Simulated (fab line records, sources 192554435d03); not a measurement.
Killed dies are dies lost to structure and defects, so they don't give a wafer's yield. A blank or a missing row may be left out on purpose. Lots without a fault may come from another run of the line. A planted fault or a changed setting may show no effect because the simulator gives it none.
Split-lot experiment | flow n5_finfet | 7 lots, 21 wafers read, on a route of 1938 steps

THE SPLIT
At N5_BEOL_M10_COAT_63 (time 60 s, resist thk 100 nm), the setting spin_rpm was moved away from the recipe's 1500 rpm on 7 of the 21 wafers read, by -10.6% to +4.7%. The other wafers ran this setting at the recipe's value.

FROM THE SPLIT TO THE READING: what the file shows between them, 6 steps
- N5_BEOL_M10_COAT_64: time 60 s, resist thk 30 nm
- N5_BEOL_M10_COAT_22: resist thk 90 nm
- N5_BEOL_M10_DESCUM_33: chemistry O2, time 7.9 s
- N5_BEOL_M10_ETCH_65: etches SiARC in CF4, target depth 39 nm, time 65 s
- N5_BEOL_M10_ETCH_66: etches SOC in N2/H2, target depth 120 nm, overetch 24 nm, time 180 s
- N5_BEOL_M10_STRIP_69: strips in N2/H2

THE READING
SOC_of_BEOL_M10_COAT_63.thk_nm (the simulator's own value, which no gauge read), in nm, at N5_BEOL_M10_VIA_ETCH_34 (etches SiCOH lowk in C4F6/O2, target depth 184.5 nm, time 69.2 s). The file gives no usual value for it. The 14 wafers here that ran the recipe average 91.7 nm, standard deviation 0.34 nm.

wafer  | tool, chamber at the split | spin_rpm as run, rpm | against the recipe | SOC_of_BEOL_M10_COAT_63.thk_nm, nm | against lot-mates on the recipe
L080.1 | litho_track-01, 0          | 1500                 | recipe             | 91.6                               | -
L080.5 | litho_track-01, 0          | 1500                 | recipe             | 91.6                               | -
L080.2 | litho_track-01, 0          | 1500                 | recipe             | 91.4                               | -
L081.3 | litho_track-04, 0          | 1557                 | +3.8%              | 89.4                               | -2.3
L081.4 | litho_track-04, 0          | 1500                 | recipe             | 92                                 | -
L081.6 | litho_track-04, 0          | 1500                 | recipe             | 91.4                               | -
L084.1 | litho_track-04, 0          | 1500                 | recipe             | 92.4                               | -
L084.4 | litho_track-04, 0          | 1500                 | recipe             | 92.2                               | -
L084.5 | litho_track-04, 0          | 1500                 | recipe             | 92.2                               | -
L088.1 | litho_track-04, 0          | 1500                 | recipe             | 91.4                               | -
L088.3 | litho_track-04, 0          | 1500                 | recipe             | 91.4                               | -
L088.2 | litho_track-04, 0          | 1341                 | -10.6%             | 97.2                               | +5.8
L091.1 | litho_track-01, 0          | 1500                 | recipe             | 91.6                               | -
L091.5 | litho_track-01, 0          | 1500                 | recipe             | 92                                 | -
L091.6 | litho_track-01, 0          | 1500                 | recipe             | 91.8                               | -
L093.1 | litho_track-04, 0          | 1370                 | -8.7%              | 95.8                               | +4.4
L093.2 | litho_track-04, 0          | 1370                 | -8.7%              | 96                                 | +4.6
L093.5 | litho_track-04, 0          | 1500                 | recipe             | 91.4                               | -
L095.3 | litho_track-03, 0          | 1571                 | +4.7%              | 89                                 | no lot-mate on the recipe
L095.4 | litho_track-03, 0          | 1571                 | +4.7%              | 90                                 | no lot-mate on the recipe
L095.6 | litho_track-03, 0          | 1571                 | +4.7%              | 89.2                               | no lot-mate on the recipe

THE FIT
A straight line over all 21 wafers: SOC_of_BEOL_M10_COAT_63.thk_nm changes by -0.501 nm for each +1% of spin_rpm; r = -0.99; the points scatter about the line by 0.36 nm.
The same after taking each lot's own level away (the mean of its wafers on the recipe; 18 wafers): -0.537 nm for each +1%; r = -1.00; scatter 0.17 nm.
On that fit, the largest move of spin_rpm shifts the reading by 5.7 nm.
The lots' own levels span 91.40 to 92.27 nm, that is 2.5 times the standard deviation above.
So the lot-to-lot level changes the slope little: the two slopes agree.
Check: with one of the wafers moved furthest among these (-10.6%) left out of the fit, the line predicts +5.58 nm for it against its lot-mates. It came out at +5.8 nm against them.

OTHER SPLITS ON THESE WAFERS
These wafers also went through other splits before the reading. Each is held against what the fit with the lots' levels taken away leaves over:
other split on the same wafers   | wafers away from the commonest value | r with SOC_of_BEOL_M10_COAT_63.thk_nm (lot level and that fit taken away)
N5_BEOL_M9_TRENCH_ETCH_37 time_s | 6                                    | -0.08

THE WHOLE CHAIN: every reading that the file lists as answering this split, in the file's order
step                    | what it does                                                         | reading                                                                         | change (the file's fit)               | r (the file's)
N5_BEOL_M10_COAT_63     | time 60 s, resist thk 100 nm                                         | SOC_of_BEOL_M10_COAT_63.thk_nm (the simulator's own value, which no gauge read) | -0.534 nm for each +1% of the setting | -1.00
N5_BEOL_M10_ETCH_66     | etches SOC in N2/H2, target depth 120 nm, overetch 24 nm, time 180 s | etch.depth_nm (the simulator's own value, which no gauge read)                  | -0.542 nm for each +1% of the setting | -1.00
N5_BEOL_M10_VIA_ETCH_34 | etches SiCOH lowk in C4F6/O2, target depth 184.5 nm, time 69.2 s     | SOC_of_BEOL_M10_COAT_63.thk_nm (the simulator's own value, which no gauge read) | -0.541 nm for each +1% of the setting | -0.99

THE FILE'S OWN FIT
SOC_of_BEOL_M10_COAT_63.thk_nm changes by -0.541 nm for each +1% of spin_rpm, r = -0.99.
